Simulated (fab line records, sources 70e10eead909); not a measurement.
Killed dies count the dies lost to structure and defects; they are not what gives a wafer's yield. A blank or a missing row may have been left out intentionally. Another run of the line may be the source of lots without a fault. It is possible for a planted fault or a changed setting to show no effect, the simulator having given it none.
fab line records | flow nand_harc
record lots=13 | wafers=37 | last_day=32
route steps=1302 shown A_SOURCE_PLATE@416 A_ONON_D1@444 A_CHANNEL_HOLE_D1@451 END@1302
lots that met no fault: from a run of the same line without faults
start_h: hours from the record's first day to the start of the lot's first wafer shown | wait_h: how many hours have passed since the lot's step before this one | " the same as in the row above | L1.1+2: one row covering several wafers at once | - no value, or no start given | * or withheld: withheld | < > ~ a bound
route shown NAME@n: a module of which the file shows steps, and the number in the route of the first | usual: mean/standard deviation of fault-free wafers | same: alike in all rows | chamber/n: place in a boat | sites: readings site by site | _std_site: the values' standard deviation | _edge_site: mean of outer sites minus mean of inner sites | radius_mm: how far each site lies from the wafer's centre | mask NAME#n: copy n | behind: the last tool/chamber to shape the wafer | hold: reason for holding the lot/hours on hold/outcome of the hold | device: the transistor (n, p or np) that didn't switch | end of line: tests of these same wafers at the route's end | a step without rows: its recipe alone | killed: count of dies lost to structure and defects at first sort (not the wafer's yield) | map: dies across one wafer; x = killed, . = not, _ = none there
set.NAME: setting as actually run; set.NAME@STEP: the setting as run at that earlier step | model.NAME: the simulator's own value behind a step, which no gauge read
route steps across a sampled set of lots; one table per step, one row per wafer
services: from which hour (start_h, from the record's first day; less than 0 if before it) a tool's chamber was out of use, for how many hours, and why
## steps
# step NHARC_A_SOURCE_PLATE_THK_MEAS_09
# recipe thk_meas_gauge=ellipsometry
# usual thk_nm=9.8/1.1
lot.wafer | tool          | chamber | start_h | wait_h | thk_nm
L909.3    | film_metro-02 | -       | 156.48  | 0.4    | 10.3
L909.5    | "             | -       | "       | "      | 10.1
L909.6    | "             | -       | "       | "      | 8.8
L910.2    | film_metro-01 | -       | 162.96  | 0.4    | 9.4
L910.4    | "             | -       | "       | "      | 9.7
L910.5    | "             | -       | "       | "      | 10.7
L912.1    | film_metro-01 | -       | 181.91  | 0.4    | 10.0
L912.4    | "             | -       | "       | "      | 11.3
L912.5    | "             | -       | "       | "      | 9.9
L913.2    | film_metro-01 | -       | 190.78  | 0.4    | 10.5
L913.3    | "             | -       | "       | "      | 9.3
L913.4    | "             | -       | "       | "      | 9.8
L914.1    | film_metro-01 | -       | 200.20  | 0.4    | 8.8
L914.3    | "             | -       | "       | "      | 10.2
L914.4    | "             | -       | "       | "      | 10.2
L915.2    | film_metro-02 | -       | 207.17  | 0.4    | 10.4
L915.3    | "             | -       | "       | "      | 9.3
L915.4    | "             | -       | "       | "      | 9.3
L916.3    | film_metro-02 | -       | 217.61  | 0.4    | 9.0
L916.5    | "             | -       | "       | "      | 9.3
L916.6    | "             | -       | "       | "      | 7.4
L917.1    | film_metro-02 | -       | 228.77  | 0.4    | 10.1
L917.4    | "             | -       | "       | "      | 9.6
L917.6    | "             | -       | "       | "      | 10.5
L918.3    | film_metro-01 | -       | 249.14  | 0.4    | 9.2
L918.4    | "             | -       | "       | "      | 10.0
L918.6    | "             | -       | "       | "      | 9.0
L925.2    | film_metro-01 | -       | 309.14  | 0.4    | 10.1
L925.6    | "             | -       | "       | "      | 10.0
L926.2    | film_metro-01 | -       | 324.23  | 0.4    | 8.0
L926.3    | "             | -       | "       | "      | 8.1
L929.2    | film_metro-02 | -       | 349.37  | 0.4    | 9.1
L929.3    | "             | -       | "       | "      | 11.0
L929.5    | "             | -       | "       | "      | 9.2
L931.1    | film_metro-01 | -       | 367.85  | 0.4    | 9.2
L931.3    | "             | -       | "       | "      | 10.6
L931.4    | "             | -       | "       | "      | 10.8
# step NHARC_A_ONON_D1_DEP_28
# recipe target_thk_a=10000 | n2_flow_sccm=2750 | n2o_flow_sccm=2000 | nh3_flow_sccm=500 | sih4_flow_sccm=210 | temp_c=400
# usual n2_flow_sccm=2750/10 | nh3_flow_sccm=500.1/1.3 | susceptor_temp_C=400.02/0.24
lot.wafer | tool          | chamber | start_h | wait_h | n2_flow_sccm | nh3_flow_sccm | susceptor_temp_C
L909.3    | pecvd_onon-02 | 0       | 181.61  | 0.2    | 2751         | 499.1         | 399.89
L909.5    | "             | 0       | "       | "      | 2746         | 499.4         | 399.76
L909.6    | "             | 0       | "       | "      | 2743         | 498.8         | 400.07
L910.2    | pecvd_onon-03 | 0       | 188.56  | 0.1    | 2740         | 501.5         | 400.05
L910.4    | "             | 0       | "       | "      | 2751         | 500.4         | 400.12
L910.5    | "             | 0       | "       | "      | 2740         | 499.5         | 399.84
L912.1    | pecvd_onon-01 | 0       | 209.68  | 0.1    | 2745         | 498.5         | 400.20
L912.4    | "             | 0       | "       | "      | 2756         | 499.4         | 400.23
L912.5    | "             | 0       | "       | "      | 2757         | 499.1         | 400.12
L913.2    | pecvd_onon-03 | 0       | 215.90  | 0.1    | 2751         | 497.9         | 399.69
L913.3    | "             | 0       | "       | "      | 2770         | 501.1         | 399.62
L913.4    | "             | 0       | "       | "      | 2765         | 499.4         | 399.86
L914.1    | pecvd_onon-03 | 0       | 225.21  | 0.1    | 2749         | 499.8         | 399.96
L914.3    | "             | 0       | "       | "      | 2742         | 498.3         | 399.81
L914.4    | "             | 0       | "       | "      | 2755         | 499.1         | 400.10
L915.2    | pecvd_onon-01 | 0       | 234.17  | 0.1    | 2745         | 500.3         | 399.76
L915.3    | "             | 0       | "       | "      | 2722         | 499.5         | 400.12
L915.4    | "             | 0       | "       | "      | 2727         | 499.7         | 399.65
L916.3    | pecvd_onon-02 | 0       | 246.80  | 0.2    | 2737         | 500.7         | 400.12
L916.5    | "             | 0       | "       | "      | 2742         | 497.3         | 400.29
L916.6    | "             | 0       | "       | "      | 2741         | 500.3         | 400.07
L917.1    | pecvd_onon-01 | 0       | 257.06  | 0.1    | 2760         | 500.9         | 399.59
L917.4    | "             | 0       | "       | "      | 2759         | 500.0         | 399.57
L917.6    | "             | 0       | "       | "      | 2747         | 497.6         | 399.82
L918.3    | pecvd_onon-03 | 0       | 274.50  | 0.2    | 2753         | 500.6         | 400.48
L918.4    | "             | 0       | "       | "      | 2746         | 501.7         | 400.29
L918.6    | "             | 0       | "       | "      | 2761         | 500.2         | 400.35
L925.2    | pecvd_onon-01 | 0       | 336.82  | 0.1    | 2751         | 497.8         | 400.37
L925.6    | "             | 0       | "       | "      | 2760         | 498.9         | 400.13
L926.2    | pecvd_onon-01 | 0       | 355.18  | 0.1    | 2757         | 501.2         | 399.78
L926.3    | "             | 0       | "       | "      | 2756         | 500.7         | 400.21
L929.2    | pecvd_onon-03 | 0       | 372.35  | 0.1    | 2742         | 500.6         | 399.70
L929.3    | "             | 0       | "       | "      | 2752         | 498.9         | 400.01
L929.5    | "             | 0       | "       | "      | 2748         | 500.4         | 400.10
L931.1    | pecvd_onon-02 | 0       | 394.82  | 0.1    | 2731         | 498.3         | 399.89
L931.3    | "             | 0       | "       | "      | 2729         | 499.1         | 399.97
L931.4    | "             | 0       | "       | "      | 2729         | 499.5         | 400.04
# step NHARC_A_ONON_D1_THK_MEAS_30
# recipe thk_meas_gauge=ellipsometry
# usual thk_nm=1000/8.9
lot.wafer | tool          | chamber | start_h | wait_h | thk_nm
L909.3    | film_metro-01 | -       | 182.01  | -      | 1004
L909.5    | "             | -       | "       | "      | 1003
L909.6    | "             | -       | "       | "      | 1001
L910.2    | film_metro-01 | -       | 189.02  | -      | 999
L910.4    | "             | -       | "       | "      | 1000
L910.5    | "             | -       | "       | "      | 999
L912.1    | film_metro-02 | -       | 210.19  | -      | 1007
L912.4    | "             | -       | "       | "      | 1006
L912.5    | "             | -       | "       | "      | 1006
L913.2    | film_metro-01 | -       | 216.35  | -      | 986
L913.3    | "             | -       | "       | "      | 983
L913.4    | "             | -       | "       | "      | 985
L914.1    | film_metro-01 | -       | 225.73  | -      | 1002
L914.3    | "             | -       | "       | "      | 1002
L914.4    | "             | -       | "       | "      | 1003
L915.2    | film_metro-02 | -       | 234.62  | -      | 991
L915.3    | "             | -       | "       | "      | 990
L915.4    | "             | -       | "       | "      | 992
L916.3    | film_metro-02 | -       | 247.19  | -      | 1002
L916.5    | "             | -       | "       | "      | 1003
L916.6    | "             | -       | "       | "      | 1005
L917.1    | film_metro-02 | -       | 257.57  | -      | 997
L917.4    | "             | -       | "       | "      | 996
L917.6    | "             | -       | "       | "      | 996
L918.3    | film_metro-01 | -       | 274.90  | -      | 1002
L918.4    | "             | -       | "       | "      | 1001
L918.6    | "             | -       | "       | "      | 1002
L925.2    | film_metro-02 | -       | 337.27  | -      | 987
L925.6    | "             | -       | "       | "      | 698
L926.2    | film_metro-01 | -       | 355.63  | -      | 987
L926.3    | "             | -       | "       | "      | 698
L929.2    | film_metro-01 | -       | 372.80  | -      | 992
L929.3    | "             | -       | "       | "      | 992
L929.5    | "             | -       | "       | "      | 992
L931.1    | film_metro-01 | -       | 395.33  | -      | 1001
L931.3    | "             | -       | "       | "      | 1001
L931.4    | "             | -       | "       | "      | 1002
# step NHARC_A_ONON_D1_INSPECT_32
# usual raw_defect_count=74/29
lot.wafer | tool              | chamber | start_h | wait_h | raw_defect_count
L909.3    | defect_inspect-01 | -       | 182.56  | 0.0    | 81
L909.5    | "                 | -       | "       | "      | 79
L909.6    | "                 | -       | "       | "      | 92
L910.2    | defect_inspect-02 | -       | 189.73  | 0.0    | 78
L910.4    | "                 | -       | "       | "      | 81
L910.5    | "                 | -       | "       | "      | 49
L912.1    | defect_inspect-01 | -       | 210.79  | 0.0    | 57
L912.4    | "                 | -       | "       | "      | 47
L912.5    | "                 | -       | "       | "      | 47
L913.2    | defect_inspect-02 | -       | 216.90  | 0.0    | 64
L913.3    | "                 | -       | "       | "      | 62
L913.4    | "                 | -       | "       | "      | 80
L914.1    | defect_inspect-02 | -       | 226.26  | 0.0    | 98
L914.3    | "                 | -       | "       | "      | 60
L914.4    | "                 | -       | "       | "      | 139
L915.2    | defect_inspect-02 | -       | 235.16  | 0.0    | 36
L915.3    | "                 | -       | "       | "      | 107
L915.4    | "                 | -       | "       | "      | 67
L916.3    | defect_inspect-02 | -       | 247.88  | 0.0    | 58
L916.5    | "                 | -       | "       | "      | 36
L916.6    | "                 | -       | "       | "      | 55
L917.1    | defect_inspect-01 | -       | 258.12  | 0.0    | 72
L917.4    | "                 | -       | "       | "      | 85
L917.6    | "                 | -       | "       | "      | 98
L918.3    | defect_inspect-02 | -       | 275.44  | 0.0    | 71
L918.4    | "                 | -       | "       | "      | 64
L918.6    | "                 | -       | "       | "      | 55
L925.2    | defect_inspect-02 | -       | 337.81  | 0.0    | 47
L925.6    | "                 | -       | "       | "      | 66
L926.2    | defect_inspect-01 | -       | 356.16  | 0.0    | 97
L926.3    | "                 | -       | "       | "      | 89
L929.2    | defect_inspect-02 | -       | 373.73  | 0.0    | 45
L929.3    | "                 | -       | "       | "      | 75
L929.5    | "                 | -       | "       | "      | 68
L931.1    | defect_inspect-01 | -       | 396.00  | 0.0    | 69
L931.3    | "                 | -       | "       | "      | 69
L931.4    | "                 | -       | "       | "      | 50
# step NHARC_A_CHANNEL_HOLE_D1_DEP_01
# recipe target_thk_a=1400 | target_thk_nm=140 | temp_c=400 | pressure_torr=3.5 | flow_sccm=200 | rf_w=350 | material=SiON
# usual heater_power_w=788/98 | susceptor_temp_C=399.99/0.22
lot.wafer | tool     | chamber | start_h | wait_h | heater_power_w | susceptor_temp_C
L909.3    | pecvd-02 | 1       | 184.81  | 1.0    | 709            | 399.97
L909.5    | "        | 0       | "       | "      | 939            | 399.74
L909.6    | "        | 1       | "       | "      | 742            | 399.86
L910.2    | pecvd-01 | 1       | 198.36  | 1.3    | 747            | 400.19
L910.4    | "        | 1       | "       | "      | 743            | 399.97
L910.5    | "        | 2       | "       | "      | 620            | 399.59
L912.1    | pecvd-01 | 1       | 212.83  | 1.7    | 709            | 399.95
L912.5    | "        | 2       | "       | "      | 665            | 400.12
L912.4    | "        | 0       | "       | "      | 737            | 399.79
L913.3    | pecvd-04 | 0       | 218.89  | 1.0    | 829            | 400.38
L913.2    | "        | 2       | "       | "      | 909            | 400.00
L913.4    | "        | 0       | "       | "      | 821            | 399.88
L914.3    | pecvd-01 | 1       | 228.52  | 1.0    | 704            | 399.85
L914.1    | "        | 2       | "       | "      | 654            | 400.60
L914.4    | "        | 2       | "       | "      | 674            | 400.29
L915.2    | pecvd-01 | 2       | 237.14  | 1.3    | 642            | 399.86
L915.3    | "        | 0       | "       | "      | 872            | 399.70
L915.4    | "        | 2       | "       | "      | 659            | 400.23
L916.3    | pecvd-04 | 0       | 256.69  | 1.0    | 831            | 400.04
L916.5    | "        | 2       | "       | "      | 928            | 399.94
L916.6    | "        | 0       | "       | "      | 842            | 400.30
L917.1    | pecvd-01 | 2       | 265.05  | 1.6    | 644            | 400.01
L917.6    | "        | 1       | "       | "      | 721            | 400.03
L917.4    | "        | 2       | "       | "      | 651            | 400.06
L918.3    | pecvd-02 | 0       | 277.43  | 1.0    | 903            | 400.00
L918.6    | "        | 0       | "       | "      | 912            | 399.94
L918.4    | "        | 1       | "       | "      | 776            | 399.95
L925.2    | pecvd-01 | 1       | 343.84  | 1.3    | 649            | 399.93
L926.2    | pecvd-01 | 1       | 358.17  | 1.3    | 661            | 399.96
L929.2    | pecvd-02 | 1       | 377.04  | 1.3    | 706            | 400.09
L929.3    | "        | 2       | "       | "      | 767            | 400.04
L929.5    | "        | 1       | "       | "      | 743            | 400.06
L931.3    | pecvd-01 | 0       | 399.05  | 1.0    | 936            | 400.07
L931.1    | "        | 2       | "       | "      | 648            | 400.51
L931.4    | "        | 2       | "       | "      | 648            | 400.20
# step NHARC_END_SORT_01
# recipe temp_c=25
# usual killed_at_array=56/17 | killed_at_other=1.2/1.4 | killed_at_periphery=4/3.2 | killed_dies=61/16 | killed_open=3.6/2.1 | killed_short=2.7/1.8
# same gross_dies=677
lot.wafer | tool      | chamber | start_h | wait_h | killed_at_array | killed_at_other | killed_at_periphery | killed_dies | killed_open | killed_short
L925.2    | prober-02 | 0       | 722.42  | 2.8    | 69              | 5               | 1                   | 75          | 0           | 0
L925.6    | prober-02 | 0       | 725.59  | 4.0    | 674             | 1               | 2                   | 677         | 4           | 2
L926.2    | prober-02 | 0       | 737.96  | 2.8    | 51              | 0               | 2                   | 53          | 3           | 6
L926.3    | prober-02 | 0       | 738.76  | 3.1    | 675             | 0               | 2                   | 677         | 1           | 2
# killed by level:class
L925.2 A_CHANNEL_HOLE_D1:chamber_film_flake=34 A_SLIT:chamber_film_flake=31 THIN_TSV:chamber_film_flake=5 A_STAIRCASE:chamber_film_flake=2 P_M0:chamber_film_flake=1 A_ZERO_WELL:chamber_film_flake=1 A_CONTACT:chamber_film_flake=1
L925.6 A_ONON_D1:area_dep=593 A_CHANNEL_HOLE_D1:chamber_film_flake=36 A_SLIT:chamber_film_flake=36 A_STAIRCASE:chamber_film_flake=3 A_CHANNEL_HOLE_D2:geometric_particle:open=2 P_CONTACT:geometric_particle:open=1 A_ONON_D2:geometric_particle:open=1 A_CHANNEL_HOLE_D2:geometric_particle:short=1
L926.2 A_CHANNEL_HOLE_D2:chamber_film_flake=21 A_CHANNEL_HOLE_D1:chamber_film_flake=7 A_CONTACT:chamber_film_flake=7 A_SLIT:chamber_film_flake=3 A_WL_FILL:chamber_film_flake=2 P_CONTACT:geometric_particle:short=1 A_CHANNEL_HOLE_D1:geometric_particle:short=1 A_CHANNEL_HOLE_D1:geometric_particle:open=1
L926.3 A_ONON_D1:area_dep=632 A_CHANNEL_HOLE_D2:chamber_film_flake=21 A_CHANNEL_HOLE_D1:chamber_film_flake=12 A_SLIT:chamber_film_flake=4 P_M0:geometric_particle:open=1 A_DECK1_JOINT:geometric_particle:short=1 A_BLC:geometric_particle:short=1 P_STI:chamber_film_flake=1
## services
tool          | chamber | start_h | hours | kind
pecvd_onon-02 | -       | 185.24  | 13.0  | pm
pecvd-02      | -       | 214.41  | 15.2  | repair
pecvd-04      | -       | 226.58  | 1.4   | repair
pecvd_onon-03 | -       | 227.00  | 13.0  | pm
pecvd-02      | -       | 229.66  | 13.0  | pm
pecvd-02      | 0       | 229.66  | 13.0  | vent_cycle
pecvd-02      | 1       | 229.66  | 13.0  | vent_cycle
pecvd-02      | 2       | 229.66  | 13.0  | vent_cycle
pecvd-01      | 2       | 252.67  | 8.8   | repair
pecvd_onon-01 | -       | 269.00  | 13.0  | pm
pecvd-04      | -       | 269.30  | 13.0  | pm
pecvd-02      | 0       | 294.44  | 7.5   | repair
pecvd-01      | -       | 311.27  | 13.0  | pm
pecvd-01      | 0       | 311.27  | 13.0  | vent_cycle
pecvd-01      | 1       | 311.27  | 13.0  | vent_cycle
pecvd-01      | 2       | 311.27  | 13.0  | vent_cycle
pecvd-01      | 0       | 324.27  | -     | clean
pecvd-01      | 1       | 324.27  | -     | clean
pecvd-01      | 2       | 324.27  | -     | clean
pecvd_onon-02 | -       | 341.46  | 2.5   | repair
pecvd-01      | 0       | 345.68  | 12.7  | repair
pecvd_onon-02 | -       | 366.24  | 13.0  | pm
pecvd-02      | -       | 367.17  | 1.8   | repair
pecvd-02      | 2       | 390.74  | 9.9   | repair
## key
first_sign step=NHARC_A_ONON_D1_THK_MEAS_30 | reading=thk_nm | direction=down | sigmas=34 | usual=1000 | struck=698
effect step=NHARC_END_SORT_01 | reading=killed_at_array | direction=up | sigmas=37 | usual=56 | struck=674
more_kills_born_at NHARC_A_ONON_D1_DEP_28@pecvd_onon-01=1225
met_at NHARC_A_ONON_D1_DEP_28
struck_lots L925,L926
struck_wafers L925.6,L926.3
later_rows_left_out L925.6,L926.3
tester_left_out L925,L926
not_acting_at NHARC_A_SOURCE_PLATE_THK_MEAS_09,NHARC_A_ONON_D1_INSPECT_32,NHARC_A_CHANNEL_HOLE_D1_DEP_01
onset_between 257.06 336.82
fault kind=process_parameter_drift | tool=pecvd_onon-01 | chamber=- | onset_h=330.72 | steps=NHARC_A_ONON_D1_DEP_28 | channel=target_thk_a | offset=* | shape=step | end_h=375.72 | scope=struck_wafers_only | acts_in=* | stated=*
# tester_left_out: of these lots the tester's yield and bins aren't shown, on N5 and GAA mostly nor the transistor test; their killed dies are dies lost to structure and defects alone, not to doping, threshold or leakage, so they don't give the yield
# later_rows_left_out: the simulator's readings of these wafers behind a module that went badly wrong aren't trusted and aren't shown, but for the sort
